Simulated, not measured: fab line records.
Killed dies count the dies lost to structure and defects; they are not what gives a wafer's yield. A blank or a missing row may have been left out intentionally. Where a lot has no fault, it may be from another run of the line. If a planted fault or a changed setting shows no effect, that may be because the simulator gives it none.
Split-lot experiment | flow n5 finfet | route with 1938 steps; 7 lots, 21 wafers read

SPLIT DETAILS
At N5_BEOL_M3_TRENCH_ETCH_37 (etches SiOC in C4F6/O2, target depth 55.555 nm, time 29.2 s), the setting time s was moved away from the recipe's 29.2 s on 5 of the 21 wafers read, by -11.5% to +15.5%. The other wafers ran this setting at the recipe's value.

FROM THE SPLIT TO THE READING: what the file shows between them, 2 steps
- N5_BEOL_M3_ETCH_41: etches SiCN in CH3F/O2, target depth 29.9 nm, time 52.5 s (also split here: target depth a)
- N5_BEOL_M3_STRIP_97: strips in N2/H2, time 10 s

THE READING
trench depth nm, in nm, at N5_BEOL_M3_OCD_MEAS_38. On this fab line, fault-free wafers typically give 55.3 nm with a standard deviation of 1.3 nm.

wafer  | tool, chamber at the split | time s as run, s | against the recipe | trench depth nm, nm | against lot-mates on the recipe
L075.1 | rie diel-02, 2             | 25.83            | -11.5%             | 49.7                | -5.3
L075.3 | rie diel-02, 0             | 29.2             | recipe             | 55.0                | -
L075.4 | rie diel-02, 1             | 25.83            | -11.5%             | 49.6                | -5.4
L077.2 | rie diel-02, 2             | 29.2             | recipe             | 55.5                | -
L077.3 | rie diel-02, 1             | 31.59            | +8.2%              | 60.7                | +5.2
L077.6 | rie diel-02, 2             | 29.2             | recipe             | 55.5                | -
L078.2 | rie diel-02, 3             | 29.2             | recipe             | 55.3                | -
L078.4 | rie diel-02, 1             | 29.2             | recipe             | 56.6                | -
L078.5 | rie diel-02, 2             | 29.2             | recipe             | 55.7                | -
L082.2 | rie diel-02, 2             | 33.72            | +15.5%             | 65.9                | +10.6
L082.4 | rie diel-02, 1             | 29.2             | recipe             | 56.1                | -
L082.6 | rie diel-02, 0             | 29.2             | recipe             | 54.6                | -
L084.1 | rie diel-01, 1             | 29.2             | recipe             | 56.1                | -
L084.3 | rie diel-01, 2             | 29.2             | recipe             | 55.8                | -
L084.6 | rie diel-01, 3             | 29.2             | recipe             | 52.9                | -
L091.1 | rie diel-01, 3             | 29.2             | recipe             | 52.5                | -
L091.2 | rie diel-01, 2             | 31.8             | +8.9%              | 60.6                | +6.4
L091.3 | rie diel-01, 1             | 29.2             | recipe             | 56.0                | -
L095.3 | rie diel-01, 2             | 29.2             | recipe             | 55.7                | -
L095.5 | rie diel-01, 1             | 29.2             | recipe             | 55.5                | -
L095.6 | rie diel-01, 3             | 29.2             | recipe             | 52.2                | -

FIT RESULTS
A straight line over all 21 wafers: trench depth nm changes by +0.591 nm for each +1% of time s; r = +0.93; the points scatter about the line by 1.3 nm.
The same after taking each lot's own level away (the mean of its wafers on the recipe; 21 wafers): +0.588 nm for each +1%; r = +0.94; scatter 1.2 nm.
According to that fit, moving time s by its largest amount changes the reading by 9.1 nm.
Measured against the standard deviation above, the lots' own levels, which go from 54.25 to 55.87 nm, span 1.2 times it.
The two slopes are in agreement: the lot-to-lot level therefore moves the slope only a little.
Check: with one of the wafers moved furthest among these (+15.5%) left out of the fit, the line predicts +8.6 nm for it against its lot-mates. Against them it came out at +10.6 nm.

THESE WAFERS: OTHER SPLITS
These wafers also went through other splits before the reading. Each is held against what the fit with the lots' levels taken away leaves over:
other split on the same wafers    | wafers away from the commonest value | r with trench depth nm (lot level and that fit taken away)
N5_BEOL_M3_COAT_22 spin rpm       | 4                                    | +0.10
N5_BEOL_M3_ETCH_41 target depth a | 9                                    | -0.04

THE WHOLE CHAIN: every reading that the file lists as answering this split, in the file's order
step                      | what it does                                                | reading                                                                   | change (the file's fit)               | r (the file's)
N5_BEOL_M3_TRENCH_ETCH_37 | etches SiOC in C4F6/O2, target depth 55.555 nm, time 29.2 s | etch.depth nm (the simulator's own value, which no gauge read)            | +0.599 nm for each +1% of the setting | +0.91
N5_BEOL_M3_TRENCH_ETCH_37 | etches SiOC in C4F6/O2, target depth 55.555 nm, time 29.2 s | BEOL_M3.feature depth nm (the simulator's own value, which no gauge read) | +0.598 nm for each +1% of the setting | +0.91
N5_BEOL_M3_OCD_MEAS_38    |                                                             | trench depth nm                                                           | +0.623 nm for each +1% of the setting | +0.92

THE FILE'S OWN FIT
trench depth nm changes by +0.623 nm for each +1% of time s, r = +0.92.
